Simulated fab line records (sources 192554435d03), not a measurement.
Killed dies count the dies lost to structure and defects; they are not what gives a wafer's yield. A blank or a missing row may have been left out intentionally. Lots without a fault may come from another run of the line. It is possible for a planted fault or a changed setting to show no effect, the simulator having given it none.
Chamber matching	flow n5Finfet	N5_BEOL_M8_CMP_52 on cmp-04: 4 sister chambers
The step polishes, stops on SiCOH lowk, t overpolish 6.9 s, target thk 80 nm. 4 wafers are shown with their chamber, then 7 later ones without.

WAFERS WITH THEIR CHAMBER
wafer	chamber	motorCurrentA (A)
L546.1	2	6.0
L546.3	0	5.7
L550.2	1	6.2
L550.3	3	5.1

WAFERS WITHOUT THEIR CHAMBER
wafer	motorCurrentA (A)
L550.6	6.3
L557.1	5.9
L557.2	5.6
L557.3	6.0
L558.1	5.7
L558.2	6.0
L558.4	5.9

THE CHAMBER EACH PASSED THROUGH
wafer	from the rows above	in truth
L550.6	1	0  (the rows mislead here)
L557.1	can't be placed: 2 or 0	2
L557.2	0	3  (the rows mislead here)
L557.3	2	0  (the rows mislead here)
L558.1	0	0
L558.2	2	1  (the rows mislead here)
L558.4	can't be placed: 2 or 0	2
1 of 7 placed correctly. Unplaceable from these rows: 2, with the true chamber sitting among the candidates in 2. Placed wrongly: 4.
How it was worked out, from the rows above alone: a wafer's distance from a chamber is the root of the sum, over the readings, of the square of ((its reading less the chamber's mean) divided by the reading's scatter). The wafer belongs to the nearest chamber; if the next one is less than 2 further off, it can't be placed. The mean given for a chamber averages the wafers shown for that chamber. The scatter (one wafer shown for each chamber): square how far every hidden wafer sits from the nearest shown wafer, average those squares and take the square root.
